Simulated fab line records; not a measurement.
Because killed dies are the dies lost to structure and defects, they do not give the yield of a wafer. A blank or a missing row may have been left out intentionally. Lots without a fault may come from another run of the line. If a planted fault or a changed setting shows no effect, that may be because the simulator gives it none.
fab line records / flow n5-finfet
record lots=4 wafers=12 last-day=16
route steps=1938 shown WELL_APT@21 PMOS_HMC_CHANNEL_EPI@57 BEOL_M4@1111
lots that met no fault: taken from a fault-free run of the same line
start-h: the number of hours between the record's first day and the start of the first shown wafer of the lot / wait-h: time in hours since the lot's previous step / " the same as in the row above / L1.1+2: a single row standing in for several wafers / - no value, or no start given / * or withheld: withheld / < > ~ a bound
route shown NAME@n: names a module that has steps shown in the file, with the first one's number in the route / usual: mean and standard deviation over wafers with no fault / same: alike in all rows / chamber/n: place in a boat / sites: per-site readings / _std_site: the values' standard deviation / _edge_site: mean of outer sites minus mean of inner sites / radius-mm: for every site, how far away it sits from the centre of the wafer / mask NAME#n: copy n / behind: tool/chamber where the wafer was last shaped / hold: cause of the lot's hold/its duration in hours/its outcome / device: names the non-switching transistor (n, p or np) / end of line: the route-end tests of the same wafers / step lacking rows: just its recipe / killed: the dies lost at the first sort to structure and to defects; this is not the yield of the wafer / map: a wafer's dies, x killed, . not, _ none there
set.NAME: the run value of the setting; set.NAME@STEP: its run value at that earlier step / model.NAME: the simulator's own value behind a step, which no gauge read
a table for each step, a row for each wafer; lots at some steps of the route
services: the hour from which a tool's chamber was out of use, counted from the record's first day as start-h (under 0 if before that day), plus the number of hours and why
## steps
# step N5_WELL_APT_COAT_02
# recipe spin-rpm=1357 resist-thk-nm=950
# step N5_WELL_APT_EBR_04
# recipe solvent=PGMEA ebr-width-mm=1.5
# step N5_WELL_APT_SOFTBAKE_03
# recipe temp-c=130 time-s=60
# step N5_WELL_APT_EXPOSE_05
# recipe mask-id=NWELL na=0.8 source-shape=conventional sigma-outer=0.8 polarization=unpolarized defocus-nm=0 target-cd-nm=200 dose-mj=20.3
# step N5_WELL_APT_PEB_06
# recipe peb-temp-c=130 peb-time-s=90
# step N5_WELL_APT_DEVELOP_07
# recipe develop-time-s=45 rinse-liquid=surfactant-rinse dry=air-spin dev-temp-c=21
# step N5_WELL_APT_HARDBAKE_12
# recipe temp-c=130 time-s=120
# step N5_WELL_APT_DESCUM_13
# recipe chemistry=O2 time-s=7.9 source-power-w=50 bias-power-w=20 pressure-mtorr=20 rf-frequency-hz=2.712e+07 temp-c=40 o2-flow-sccm=225
# step N5_WELL_APT_IMPLANT_14
# recipe species=P energy-kev=160 dose-cm2=1.5e+13 tilt-deg=0 rotation-deg=0
# step N5_WELL_APT_IMPLANT_15
# recipe species=As energy-kev=25 dose-cm2=1.5e+13 tilt-deg=0 rotation-deg=0
# usual dose-ions-cm2=1.5e+13/1.7e+10 faraday-current-uA=190/3.9
lot.wafer=L271.1 tool=implanter-02 chamber=0 start-h=56.05 wait-h=0.1 dose-ions-cm2=1.5008e+13 faraday-current-uA=194
lot.wafer=L271.3 tool=implanter-02 chamber=0 start-h=56.05 wait-h=0.1 dose-ions-cm2=1.4969e+13 faraday-current-uA=191
lot.wafer=L271.6 tool=implanter-02 chamber=0 start-h=56.05 wait-h=0.1 dose-ions-cm2=1.4992e+13 faraday-current-uA=193
lot.wafer=L279.2 tool=implanter-02 chamber=0 start-h=104.11 wait-h=0.1 dose-ions-cm2=1.097e+13 faraday-current-uA=143
lot.wafer=L279.5 tool=implanter-02 chamber=0 start-h=104.11 wait-h=0.1 dose-ions-cm2=1.0956e+13 faraday-current-uA=140
lot.wafer=L279.6 tool=implanter-02 chamber=0 start-h=104.11 wait-h=0.1 dose-ions-cm2=1.0955e+13 faraday-current-uA=138
lot.wafer=L280.4 tool=implanter-02 chamber=0 start-h=110.37 wait-h=0.1 dose-ions-cm2=1.0929e+13 faraday-current-uA=140
lot.wafer=L280.5 tool=implanter-02 chamber=0 start-h=110.37 wait-h=0.1 dose-ions-cm2=1.0938e+13 faraday-current-uA=141
lot.wafer=L280.6 tool=implanter-02 chamber=0 start-h=110.37 wait-h=0.1 dose-ions-cm2=1.0934e+13 faraday-current-uA=143
lot.wafer=L283.3 tool=implanter-01 chamber=0 start-h=128.35 wait-h=0.1 dose-ions-cm2=1.5008e+13 faraday-current-uA=183
lot.wafer=L283.4 tool=implanter-01 chamber=0 start-h=128.35 wait-h=0.1 dose-ions-cm2=1.5014e+13 faraday-current-uA=188
lot.wafer=L283.6 tool=implanter-01 chamber=0 start-h=128.35 wait-h=0.1 dose-ions-cm2=1.499e+13 faraday-current-uA=184
# step N5_WELL_APT_STRIP_16
# recipe chemistry=SPM time-s=900 temp-c=130 h2so4-h2o2-vol-ratio=4 dry=ipa-marangoni
# step N5_WELL_APT_HMDS_18
# recipe time-s=60 temp-c=120
# step N5_WELL_APT_COAT_19
# recipe spin-rpm=1357 resist-thk-nm=950
# step N5_WELL_APT_EBR_21
# recipe solvent=PGMEA ebr-width-mm=1.5
# step N5_WELL_APT_SOFTBAKE_20
# recipe temp-c=130 time-s=60
# step N5_WELL_APT_EXPOSE_22
# recipe mask-id=PWELL na=0.8 source-shape=conventional sigma-outer=0.8 polarization=unpolarized defocus-nm=0 target-cd-nm=200 dose-mj=23.2
# step N5_WELL_APT_PEB_23
# recipe peb-temp-c=130 peb-time-s=90
# step N5_WELL_APT_DEVELOP_24
# recipe develop-time-s=45 rinse-liquid=surfactant-rinse dry=air-spin dev-temp-c=21
# step N5_WELL_APT_HARDBAKE_29
# recipe temp-c=130 time-s=120
# step N5_WELL_APT_DESCUM_30
# recipe chemistry=O2 time-s=7.9 source-power-w=50 bias-power-w=20 pressure-mtorr=20 rf-frequency-hz=2.712e+07 temp-c=40 o2-flow-sccm=225
# step N5_WELL_APT_IMPLANT_31
# recipe species=B energy-kev=60 dose-cm2=1.5e+13 tilt-deg=0 rotation-deg=0
# step N5_WELL_APT_IMPLANT_32
# recipe species=BF2 energy-kev=50 dose-cm2=2e+13 tilt-deg=0 rotation-deg=0
# step N5_WELL_APT_STRIP_33
# recipe chemistry=SPM time-s=900 temp-c=130 h2so4-h2o2-vol-ratio=4 dry=ipa-marangoni
# step N5_WELL_APT_RTA_34
# recipe temp-c=1000 time-s=10 ambient=N2 idle-temp-c=600 ramp-up-c-per-s=150 ramp-down-c-per-s=60 cool-to-c=600
# step N5_WELL_APT_OXIDE_STRIP_42
# recipe chemistry=dHF dilution=25:1 time-s=45 temp-c=25 target=SiO2 target-depth-a=120
# step N5_WELL_APT_PRECLEAN_36
# recipe chemistry=O3/DIW time-s=45 temp-c=22 o3-ppm=10
# step N5_WELL_APT_PRECLEAN_39
# recipe chemistry=dHF time-s=60 dilution=150:1 temp-c=25
# step N5_WELL_APT_SRD_37
# recipe dry=ipa-marangoni do-ppb=5 time-s=30 temp-c=23 rinse-liquid=diw
# step N5_WELL_APT_EPI_41
# recipe material=Si target-thk-a=500 temp-c=650 precursor=SiH4/H2 pressure-torr=20 time-s=297.7
# step N5_PMOS_HMC_CHANNEL_EPI_HM_DEP_34
# recipe material=SiO2 target-thk-a=360 temp-c=400 precursor=TEOS/O2 pressure-torr=6.5 rf-w=900 teos-flow-sccm=161.4 gas=O2 flow-sccm=2650 time-s=6.9
# step N5_PMOS_HMC_CHANNEL_EPI_COAT_31
# recipe resist=BARC temp-c=205 time-s=60 spin-rpm=1500 resist-thk-nm=66
# step N5_PMOS_HMC_CHANNEL_EPI_COAT_03
# recipe resist=CAR-ArF-block spin-rpm=1500 resist-thk-nm=205
# step N5_PMOS_HMC_CHANNEL_EPI_EBR_05
# recipe solvent=PGMEA ebr-width-mm=1.5
# step N5_PMOS_HMC_CHANNEL_EPI_SOFTBAKE_04
# recipe temp-c=110 time-s=60 resist=CAR-ArF-block
# step N5_PMOS_HMC_CHANNEL_EPI_EXPOSE_06
# recipe mask-id=PMOS_HMC_BLK na=1.35 source-shape=conventional sigma-outer=0.8 polarization=unpolarized target-cd-nm=240 dose-mj=41
# step N5_BEOL_M4_RC_MEAS_101
# usual CJ_P=5.83/0.094 DIBL_N=36.3/1.2 DIBL_P=36.7/1.5 IOFF_N=0.164/0.02 IOFF_P=0.214/0.024 ION_N=673/8.5 ION_P=461/5.9 SS_N=71.6/0.44 SS_P=73.3/0.55 VT_N=249.4/2.4 VT_P=-250.0/2.3
lot.wafer=L271.1 tool=prober-02 chamber=0 start-h=225.24 wait-h=0.0 CJ_P=5.82 DIBL_N[mV/V]=36.0 DIBL_P[mV/V]=37.4 IOFF_N[nA/um]=0.166 IOFF_P[nA/um]=0.229 ION_N[uA/um]=679 ION_P[uA/um]=463 SS_N[mV/dec]=72.2 SS_P[mV/dec]=74.2 VT_N[mV]=249.7 VT_P[mV]=-249.9
lot.wafer=L271.3 tool=prober-02 chamber=0 start-h=225.24 wait-h=0.0 CJ_P=5.79 DIBL_N[mV/V]=35.3 DIBL_P[mV/V]=35.4 IOFF_N[nA/um]=0.146 IOFF_P[nA/um]=0.194 ION_N[uA/um]=658 ION_P[uA/um]=452 SS_N[mV/dec]=71.1 SS_P[mV/dec]=73.0 VT_N[mV]=253.7 VT_P[mV]=-250.4
lot.wafer=L271.6 tool=prober-02 chamber=0 start-h=225.24 wait-h=0.0 CJ_P=5.86 DIBL_N[mV/V]=35.4 DIBL_P[mV/V]=36.6 IOFF_N[nA/um]=0.150 IOFF_P[nA/um]=0.206 ION_N[uA/um]=672 ION_P[uA/um]=463 SS_N[mV/dec]=71.9 SS_P[mV/dec]=73.8 VT_N[mV]=250.6 VT_P[mV]=-251.1
lot.wafer=L279.2 tool=prober-02 chamber=0 start-h=260.07 wait-h=0.2 CJ_P=5.01 DIBL_N[mV/V]=35.0 DIBL_P[mV/V]=36.0 IOFF_N[nA/um]=0.133 IOFF_P[nA/um]=0.202 ION_N[uA/um]=669 ION_P[uA/um]=466 SS_N[mV/dec]=71.0 SS_P[mV/dec]=72.8 VT_N[mV]=254.1 VT_P[mV]=-247.9
lot.wafer=L279.5 tool=prober-02 chamber=0 start-h=260.07 wait-h=0.2 CJ_P=4.94 DIBL_N[mV/V]=35.2 DIBL_P[mV/V]=35.8 IOFF_N[nA/um]=0.134 IOFF_P[nA/um]=0.200 ION_N[uA/um]=664 ION_P[uA/um]=461 SS_N[mV/dec]=70.6 SS_P[mV/dec]=72.4 VT_N[mV]=251.3 VT_P[mV]=-249.5
lot.wafer=L279.6 tool=prober-02 chamber=0 start-h=260.07 wait-h=0.2 CJ_P=4.92 DIBL_N[mV/V]=37.1 DIBL_P[mV/V]=38.6 IOFF_N[nA/um]=0.170 IOFF_P[nA/um]=0.244 ION_N[uA/um]=672 ION_P[uA/um]=466 SS_N[mV/dec]=72.0 SS_P[mV/dec]=74.4 VT_N[mV]=252.0 VT_P[mV]=-244.6
lot.wafer=L280.4 tool=prober-02 chamber=0 start-h=269.64 wait-h=0.5 CJ_P=5.03 DIBL_N[mV/V]=35.1 DIBL_P[mV/V]=35.2 IOFF_N[nA/um]=0.141 IOFF_P[nA/um]=0.206 ION_N[uA/um]=673 ION_P[uA/um]=471 SS_N[mV/dec]=71.4 SS_P[mV/dec]=74.0 VT_N[mV]=250.7 VT_P[mV]=-248.4
lot.wafer=L280.5 tool=prober-02 chamber=0 start-h=269.64 wait-h=0.5 CJ_P=4.97 DIBL_N[mV/V]=36.4 DIBL_P[mV/V]=36.8 IOFF_N[nA/um]=0.170 IOFF_P[nA/um]=0.239 ION_N[uA/um]=684 ION_P[uA/um]=470 SS_N[mV/dec]=71.8 SS_P[mV/dec]=73.5 VT_N[mV]=247.5 VT_P[mV]=-246.7
lot.wafer=L280.6 tool=prober-02 chamber=0 start-h=269.64 wait-h=0.5 CJ_P=4.96 DIBL_N[mV/V]=36.2 DIBL_P[mV/V]=36.1 IOFF_N[nA/um]=0.164 IOFF_P[nA/um]=0.219 ION_N[uA/um]=674 ION_P[uA/um]=464 SS_N[mV/dec]=71.7 SS_P[mV/dec]=73.3 VT_N[mV]=249.1 VT_P[mV]=-249.1
lot.wafer=L283.3 tool=prober-01 chamber=0 start-h=286.79 wait-h=0.3 CJ_P=5.97 DIBL_N[mV/V]=35.1 DIBL_P[mV/V]=35.0 IOFF_N[nA/um]=0.169 IOFF_P[nA/um]=0.209 ION_N[uA/um]=679 ION_P[uA/um]=461 SS_N[mV/dec]=71.6 SS_P[mV/dec]=72.9 VT_N[mV]=248.7 VT_P[mV]=-251.1
lot.wafer=L283.4 tool=prober-01 chamber=0 start-h=286.79 wait-h=0.3 CJ_P=5.96 DIBL_N[mV/V]=34.8 DIBL_P[mV/V]=35.3 IOFF_N[nA/um]=0.159 IOFF_P[nA/um]=0.197 ION_N[uA/um]=676 ION_P[uA/um]=460 SS_N[mV/dec]=71.4 SS_P[mV/dec]=73.4 VT_N[mV]=249.4 VT_P[mV]=-250.2
lot.wafer=L283.6 tool=prober-01 chamber=0 start-h=286.79 wait-h=0.3 CJ_P=5.86 DIBL_N[mV/V]=35.9 DIBL_P[mV/V]=36.5 IOFF_N[nA/um]=0.183 IOFF_P[nA/um]=0.225 ION_N[uA/um]=676 ION_P[uA/um]=459 SS_N[mV/dec]=71.9 SS_P[mV/dec]=74.0 VT_N[mV]=246.8 VT_P[mV]=-248.9
## services
tool=implanter-02 chamber=- start-h=35.86 hours=2.1 kind=repair
tool=implanter-02 chamber=- start-h=46.58 hours=6.0 kind=pm
tool=implanter-01 chamber=- start-h=53.83 hours=6.5 kind=repair
tool=implanter-01 chamber=- start-h=85.67 hours=20.5 kind=pm
tool=implanter-02 chamber=- start-h=117.39 hours=4.2 kind=repair
## key
first-sign step=N5_WELL_APT_IMPLANT_15 reading=dose-ions-cm2 direction=down sigmas=99+ usual=1.5e+13 struck=1.0947e+13
effect step=N5_WELL_APT_IMPLANT_15 reading=faraday-current-uA direction=down sigmas=13 usual=190 struck=141
effect step=N5_BEOL_M4_RC_MEAS_101 reading=CJ_P direction=down sigmas=9.1 usual=5.83 struck=4.97
met-at N5_WELL_APT_IMPLANT_15
struck-wafers L279.2,L279.5,L279.6,L280.4,L280.5,L280.6
onset-between 56.05 104.11
fault kind=process-parameter-drift tool=implanter-02 chamber=- onset-h=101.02 steps=N5_WELL_APT_IMPLANT_15 channel=dose-cm2 offset=-4.0615e+12 shape=step end-h=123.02 acts-in=these-recipes-only stated=1.5e+13
